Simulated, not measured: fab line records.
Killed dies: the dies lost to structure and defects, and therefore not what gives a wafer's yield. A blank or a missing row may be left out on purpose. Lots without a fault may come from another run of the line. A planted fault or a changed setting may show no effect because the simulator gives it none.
Matching of chambers	flow n5-finfet	4 sister chambers for N5_BEOL_M4_ETCH_64 on rie-diel-06
The step etches SOC in N2/H2, target depth 75 nm, overetch 22.5 nm, time 121.9 s. 33 wafers are shown with their chamber, then 12 later ones without.

## WAFERS, EACH WITH ITS CHAMBER
wafer	chamber	drypump-motor-current-A (A)	showerhead-plenum-p-Torr (Torr)	throttle-valve-pct (%)
L074.1	2	6.0	2.49	17.72
L074.3	1	5.3	2.60	17.73
L074.6	1	5.3	2.60	17.71
L076.2	0	5.8	2.52	17.83
L076.3	2	6.1	2.49	17.72
L076.6	0	5.8	2.52	17.84
L081.4	2	6.1	2.48	17.75
L081.5	3	5.0	2.52	18.12
L081.6	0	5.8	2.52	17.86
L083.1	1	5.3	2.60	17.73
L083.2	0	5.8	2.52	17.85
L083.4	3	5.0	2.52	18.11
L082.2	2	6.1	2.48	17.75
L082.3	1	5.3	2.60	17.74
L082.6	0	5.8	2.52	17.87
L085.2	3	5.0	2.51	18.13
L085.3	2	6.1	2.47	17.77
L085.4	3	5.0	2.51	18.14
L086.2	3	5.0	2.51	18.14
L086.3	2	6.1	2.47	17.77
L086.5	2	6.1	2.47	17.77
L087.2	3	5.0	2.51	18.12
L087.3	1	5.3	2.60	17.74
L087.6	1	5.3	2.59	17.75
L089.3	1	5.3	2.59	17.74
L089.5	1	5.3	2.59	17.76
L089.6	2	6.1	2.47	17.79
L091.2	1	5.3	2.59	17.75
L091.5	1	5.3	2.59	17.80
L091.6	0	5.8	2.51	17.89
L090.2	0	5.8	2.51	17.90
L090.5	1	5.3	2.59	17.78
L090.6	2	6.1	2.47	17.81

SIGNATURES, as means of the wafers listed above
reading	chamber 0	chamber 1	chamber 2	chamber 3	scatter within a chamber
drypump-motor-current-A	5.800	5.300	6.089	5.000	0.0175
showerhead-plenum-p-Torr	2.5171	2.5945	2.4767	2.5133	0.00629
throttle-valve-pct	17.8629	17.7482	17.7611	18.1267	0.0249
Rule: a wafer lies at a distance from a chamber equal to the root of the sum of squares, over the readings, of (its reading less the chamber's mean, divided by the reading's scatter). The wafer belongs to the nearest chamber; if the next one is less than 2 further off, it can't be placed. How the scatter is found: for the shown wafers, subtract from each reading the mean of its chamber, square and add these, divide the total by (wafers less chambers), then take the root.

## WAFERS WITHOUT THEIR CHAMBER
wafer	drypump-motor-current-A (A)	showerhead-plenum-p-Torr (Torr)	throttle-valve-pct (%)
L093.3	5.3	2.59	17.80
L093.4	6.1	2.47	17.82
L093.6	6.1	2.46	17.80
L095.1	5.3	2.59	17.79
L095.2	5.8	2.50	17.92
L095.4	4.9	2.51	17.70
L096.2	5.0	2.51	17.71
L096.4	5.3	2.59	17.79
L096.5	6.1	2.46	17.81
L097.1	5.3	2.59	17.78
L097.2	5.8	2.50	17.91
L097.5	5.3	2.58	17.78

## EACH ONE'S CHAMBER
wafer	from the rows above	in truth
L093.3	1	1
L093.4	2	2
L093.6	2	2
L095.1	1	1
L095.2	0	0
L095.4	3	3
L096.2	3	3
L096.4	1	1
L096.5	2	2
L097.1	1	1
L097.2	0	0
L097.5	1	1
Correct placement for 12 of the 12. Can't be placed from these rows: 0. Placed wrongly: 0.
